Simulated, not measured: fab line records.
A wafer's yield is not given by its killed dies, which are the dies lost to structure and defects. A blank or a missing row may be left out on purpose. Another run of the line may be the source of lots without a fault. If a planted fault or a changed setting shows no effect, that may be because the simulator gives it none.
Matching of chambers + flow n5-finfet + N5_MOL_CONTACT_COAG_ETCH_124 on rie-diel-05 has 4 sister chambers
The step etches SiNx in CH3F/O2, stops on SiOC, target depth 6.5 nm. 8 wafers are shown with their chamber, then 12 later ones without.

WAFERS PAIRED WITH THEIR CHAMBERS
| wafer  | chamber | showerhead-plenum-p-Torr (Torr) | rf-vpp-V (V) |
|--------|---------|---------------------------------|--------------|
| L083.4 | 3       | 1.98                            | 296          |
| L084.1 | 2       | 1.92                            | 283          |
| L086.2 | 2       | 1.91                            | 283          |
| L086.4 | 3       | 1.98                            | 294          |
| L086.5 | 1       | 2.03                            | 306          |
| L087.1 | 0       | 1.96                            | 296          |
| L087.5 | 0       | 1.96                            | 295          |
| L087.6 | 1       | 2.03                            | 307          |

WAFERS MISSING THEIR CHAMBER
| wafer  | showerhead-plenum-p-Torr (Torr) | rf-vpp-V (V) |
|--------|---------------------------------|--------------|
| L088.4 | 1.91                            | 283          |
| L088.5 | 1.91                            | 284          |
| L088.6 | 1.98                            | 297          |
| L090.2 | 2.03                            | 307          |
| L090.3 | 1.91                            | 284          |
| L090.5 | 2.03                            | 306          |
| L094.2 | 1.95                            | 295          |
| L094.3 | 1.98                            | 296          |
| L094.5 | 1.98                            | 296          |
| L097.3 | 2.02                            | 306          |
| L097.4 | 1.97                            | 296          |
| L097.6 | 2.02                            | 307          |

WHICH CHAMBER EACH WENT THROUGH
| wafer  | from the rows above     | in truth |
|--------|-------------------------|----------|
| L088.4 | 2                       | 2        |
| L088.5 | 2                       | 2        |
| L088.6 | 3                       | 3        |
| L090.2 | 1                       | 1        |
| L090.3 | 2                       | 2        |
| L090.5 | 1                       | 1        |
| L094.2 | 0                       | 0        |
| L094.3 | 3                       | 3        |
| L094.5 | 3                       | 3        |
| L097.3 | 1                       | 1        |
| L097.4 | can't be placed: 0 or 3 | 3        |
| L097.6 | 1                       | 1        |
Placed correctly: 11 of 12. Cannot be placed on the basis of these rows: 1; the candidates contain the true chamber in 1. 0 placed wrongly.
How it was worked out, from the rows above alone: a wafer's distance from a chamber is the root of the sum, over the readings, of the square of ((its reading less the chamber's mean) divided by the reading's scatter). The wafer belongs to the nearest chamber; if the next one is less than 2 further off, it can't be placed. Each chamber's mean is taken over the wafers shown for it. How the scatter is found: for the shown wafers, subtract from each reading the mean of its chamber, square and add these, divide the total by (wafers less chambers), then take the root.
